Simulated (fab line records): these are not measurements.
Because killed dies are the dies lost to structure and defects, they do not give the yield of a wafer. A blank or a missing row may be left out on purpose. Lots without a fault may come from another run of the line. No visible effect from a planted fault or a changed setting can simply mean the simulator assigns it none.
Matching of chambers | flow nandHarc | aldHk-02 running NHARC_A_CHANNEL_FILL_D1_ALD_14: 4 sister chambers
The step deposits SiO2, target thk 2.5 nm, pulse time 10 s, ald cycles 25. 8 wafers are shown with their chamber, then 9 later ones without.

WAFERS WITH THEIR CHAMBER
wafer  | chamber | heaterPowerW (W) | precursorPulseHeightRel
L083.6 | 2       | 450              | 0.972
L084.6 | 0       | 478              | 1.000
L085.2 | 0       | 464              | 1.011
L085.3 | 1       | 556              | 1.013
L085.6 | 3       | 372              | 1.016
L087.1 | 3       | 374              | 1.035
L087.5 | 1       | 545              | 0.984
L087.6 | 2       | 475              | 0.974

WAFERS WHOSE CHAMBER IS MISSING
wafer  | heaterPowerW (W) | precursorPulseHeightRel
L089.2 | 572              | 0.978
L089.4 | 458              | 0.982
L089.5 | 454              | 1.018
L088.1 | 480              | 1.002
L088.3 | 482              | 1.050
L088.4 | 566              | 0.977
L094.2 | 507              | 1.017
L094.3 | 385              | 0.968
L094.5 | 383              | 0.989

EACH ONE'S CHAMBER
wafer  | from the rows above          | in truth
L089.2 | 1                            | 1
L089.4 | can't be placed: 2 or 0      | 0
L089.5 | can't be placed: 0 or 2      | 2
L088.1 | can't be placed: 0 or 2      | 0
L088.3 | 0                            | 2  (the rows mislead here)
L088.4 | 1                            | 1
L094.2 | can't be placed: 0 or 1 or 2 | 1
L094.3 | 3                            | 3
L094.5 | 3                            | 3
Correctly placed: 4 of 9. From these rows, 4 cannot be placed; in 4 the true chamber is one of the candidates. Placed wrongly: 1.
How it was worked out, from the rows above alone: a wafer's distance from a chamber is the root of the sum, over the readings, of the square of ((its reading less the chamber's mean) divided by the reading's scatter). If the next closest chamber is less than 2 further off than the closest, the wafer can't be placed; otherwise it belongs to the closest. A chamber's mean is the mean of its shown wafers. The scatter: the root of (the sum of the squares of (reading less its chamber's mean) over the shown wafers, divided by (wafers less chambers)).
